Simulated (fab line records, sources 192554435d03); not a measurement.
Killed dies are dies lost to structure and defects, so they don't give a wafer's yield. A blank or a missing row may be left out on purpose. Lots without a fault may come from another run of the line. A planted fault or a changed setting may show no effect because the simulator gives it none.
Chamber matching | flow n5_finfet | N5_BEOL_M2_ETCH_69 on rie_diel-01: 4 sister chambers
The step etches SiARC in CF4, target depth 15.6 nm, time 26 s. 4 wafers are shown with their chamber, then 7 later ones without.

WAFERS WITH THEIR CHAMBER
wafer  | chamber | throttle_valve_pct (%)
L082.5 | 0       | 15.47
L084.5 | 2       | 16.17
L087.1 | 1       | 15.97
L087.4 | 3       | 15.65

WAFERS WITHOUT THEIR CHAMBER
wafer  | throttle_valve_pct (%)
L087.5 | 15.72
L090.3 | 15.49
L090.5 | 15.97
L090.6 | 15.73
L096.1 | 15.75
L096.2 | 15.70
L096.3 | 16.02

WHICH CHAMBER EACH WENT THROUGH
wafer  | from the rows above     | in truth
L087.5 | 3                       | 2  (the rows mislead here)
L090.3 | 0                       | 0
L090.5 | 1                       | 1
L090.6 | 3                       | 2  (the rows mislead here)
L096.1 | can't be placed: 3 or 1 | 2
L096.2 | 3                       | 3
L096.3 | can't be placed: 1 or 2 | 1
Placed correctly: 3 of 7. Can't be placed from these rows: 2 (the true chamber is among the candidates in 1). Placed wrongly: 2.
How it was worked out, from the rows above alone: a wafer's distance from a chamber is the root of the sum, over the readings, of the square of ((its reading less the chamber's mean) divided by the reading's scatter). The wafer belongs to the nearest chamber; if the next one is less than 2 further off, it can't be placed. A chamber's mean is the mean of its shown wafers. The scatter: with one shown wafer a chamber, the root of the mean of the squares of how far each hidden wafer lies from its nearest shown one.
